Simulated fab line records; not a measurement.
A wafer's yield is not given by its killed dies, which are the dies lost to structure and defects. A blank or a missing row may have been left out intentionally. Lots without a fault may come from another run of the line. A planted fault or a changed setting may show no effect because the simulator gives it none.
A lot that was struck, set against a sound lot + flow nand harc + 14 out of 1302 route steps
Sound: these wafers, L312.1, L312.2, L312.5. Wafers struck: L308.1, L308.3, L308.4. The cause is given at the end.
Each step with rows lists, per side, the tool, then ch with its chambers, then its first start. Under that, the readings that differ: sound wafers + struck wafers + difference of the means + sigmas: that difference in standard deviations of wafers without a fault.
alike: a reading whose means differ by less than 2 such deviations, as well as words and numbers matching on both sides. not compared: withheld readings; readings where some wafer has no value; bounds like >300 that might hide an equal value; numbers whose values overlap and for which the record gives no deviation.
Wherever a step has rows on one side only, a row that says differs or no value, or a row with sigmas, the two part there. When numbers do not overlap yet have no deviation, they are printed without sigmas and do not part them. Lack of a reading on every wafer of one side parts them only where that side has two or more wafers.

NHARC_A_M0_INSPECT_27:
  sound on defect inspect-01, day 30 07:46; struck on defect inspect-01, day 28 06:28
  alike: raw defect count
NHARC_A_M0_PRE_CLEAN_31: time 12 s.
  sound on pecvd-03 ch 0,1,2, day 30 07:50; struck on pecvd-02 ch 0,2, day 28 06:32
  alike: heater power w, susceptor temp C
NHARC_A_M0_DEP_32: deposits SiCN, target thk 30 nm.
  sound on pecvd-03 ch 0,1,2, day 30 07:55; struck on pecvd-02 ch 0,2, day 28 06:37
  alike: heater power w, susceptor temp C
then, 9 steps without rows for these wafers: NHARC_A_M1_DEP_00 (deposits SiOC, target thk 182.5 nm); NHARC_A_M1_DEHYDRATE_01 (time 120 s); NHARC_A_M1_HMDS_02 (time 30 s); NHARC_A_M1_COAT_34 (time 65 s); NHARC_A_M1_COAT_03 (resist thk 90 nm); NHARC_A_M1_SOFTBAKE_04 (time 55 s); NHARC_A_M1_EBR_05; NHARC_A_M1_EXPOSE_06 (exposes mask A M1, target cd 120 nm); NHARC_A_M1_PEB_07 (peb time 65 s).
NHARC_A_M1_DEVELOP_08: develop time 35 s.
  sound on litho track-01 ch 0, day 30 09:00; struck on litho track-06, day 28 07:00
  no value came back on the struck wafers for chill plate temp C (C), develop time s (s), resist line temp C (C); on the sound wafers chill plate temp C (C) reads 23.08 22.91 23.06
NHARC_A_M1_CD_MEAS_09: the cd target is 120 nm.
  sound on cd sem-03 ch 0, day 30 09:09; struck on cd sem-03 ch 0, day 28 07:53
| reading    | sound             | struck | difference                    | sigmas |
|------------|-------------------|--------|-------------------------------|--------|
| cd nm (nm) | 119.0 119.7 119.7 | - - -  | no value on the struck wafers |        |

## WHERE THEY PART
Earliest at NHARC_A_M1_DEVELOP_08; latest, in this record, at NHARC_A_M1_CD_MEAS_09.

WHY: what had been put in by the simulator
Whole step skipped at NHARC_A_M1_DEVELOP_08 on litho track-06, starting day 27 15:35. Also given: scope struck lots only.
